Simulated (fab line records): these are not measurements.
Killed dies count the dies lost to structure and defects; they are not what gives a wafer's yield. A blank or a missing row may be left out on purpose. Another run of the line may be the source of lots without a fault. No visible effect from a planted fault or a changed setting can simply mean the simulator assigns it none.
A struck lot beside a sound one    flow nandHarc    14 steps out of a route of 1302
Sound: these wafers, L945.4, L945.5, L945.6. Wafers struck: L956.1, L956.2, L956.5. The cause comes at the end.
For every step that has rows: the tool of each side, followed by ch and its chambers, followed by its first start. Under that, the readings that differ: sound wafers    struck wafers    difference of the means    sigmas: that difference in standard deviations of wafers without a fault.
alike: readings with means less than 2 such deviations apart, plus words and numbers identical on both sides. not compared: withheld readings, readings lacking a value on some wafer, bounds such as >300 that could conceal the same value, and numbers that have no deviation in the record and whose values overlap.
The two part at a step that has a row with sigmas, a row that says differs or no value, or rows on one side only. Numbers that don't overlap but have no deviation are shown without sigmas and don't part them. A reading missing from all wafers of one side parts the sides only when that side holds two or more wafers.

NHARC_A_ZERO_WELL_INSPECT_17:
  sound: defectInspect-02 at day 10 21:12; struck: defectInspect-01 at day 15 02:08
  alike: rawDefectCount
then, 3 steps without rows for these wafers: NHARC_A_SOURCE_PLATE_PRECLEAN_00 (cleans in HF-LAST, time 60 s); NHARC_A_SOURCE_PLATE_SRD_01; NHARC_A_SOURCE_PLATE_OXIDE_02 (material SiO2, target thk 10 nm, ox time 1362 s).
NHARC_A_SOURCE_PLATE_THK_MEAS_09: measures by ellipsometry.
  sound: filmMetro-02 at day 11 04:29; struck: filmMetro-02 at day 15 09:25
  alike: thkNm
then, 3 steps without rows for these wafers: NHARC_A_SOURCE_PLATE_PVD_04 (deposits WSi2, target thk 50 nm); NHARC_A_SOURCE_PLATE_CVD_03 (deposits poly-Si, target thk 200 nm, time 4000 s); NHARC_A_SOURCE_PLATE_ANNEAL_05 (time 1800 s).
NHARC_A_SOURCE_PLATE_THK_MEAS_06: measures by ellipsometry.
  sound: filmMetro-01 at day 11 18:08; struck: filmMetro-01 at day 15 22:01
  alike: thkNm
NHARC_A_SOURCE_PLATE_INSPECT_08:
  sound: defectInspect-02 at day 11 18:14; struck: defectInspect-01 at day 15 22:06
  alike: rawDefectCount
NHARC_A_ONON_D1_DEP_00: target thk 1000 nm.
  sound on pecvdOnon-04 ch 0, day 11 18:28; struck on pecvdOnon-04 ch 0, day 15 22:10
reading            sound           struck          difference  sigmas
n2FlowSccm (sccm)  2766 2767 2772  2742 2737 2743  -28         -3
  alike: nh3FlowSccm
NHARC_A_ONON_D1_THK_MEAS_02: measures by ellipsometry.
  sound: filmMetro-01 at day 11 18:48; struck: filmMetro-01 at day 15 22:41
reading     sound           struck          difference  sigmas
thkNm (nm)  1016 1016 1017  1211 1211 1210  +194        +20
then, 2 steps without rows for these wafers: NHARC_A_ONON_D1_DEP_03 (target thk 1000 nm); NHARC_END_SORT_01.

== WHERE THEY PART ==
First at NHARC_A_ONON_D1_DEP_00; last, within this record, at NHARC_A_ONON_D1_THK_MEAS_02.

WHY: what had been put in by the simulator
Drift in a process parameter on pecvdOnon-04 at NHARC_A_ONON_D1_DEP_00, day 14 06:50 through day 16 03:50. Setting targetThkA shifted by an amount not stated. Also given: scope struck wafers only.
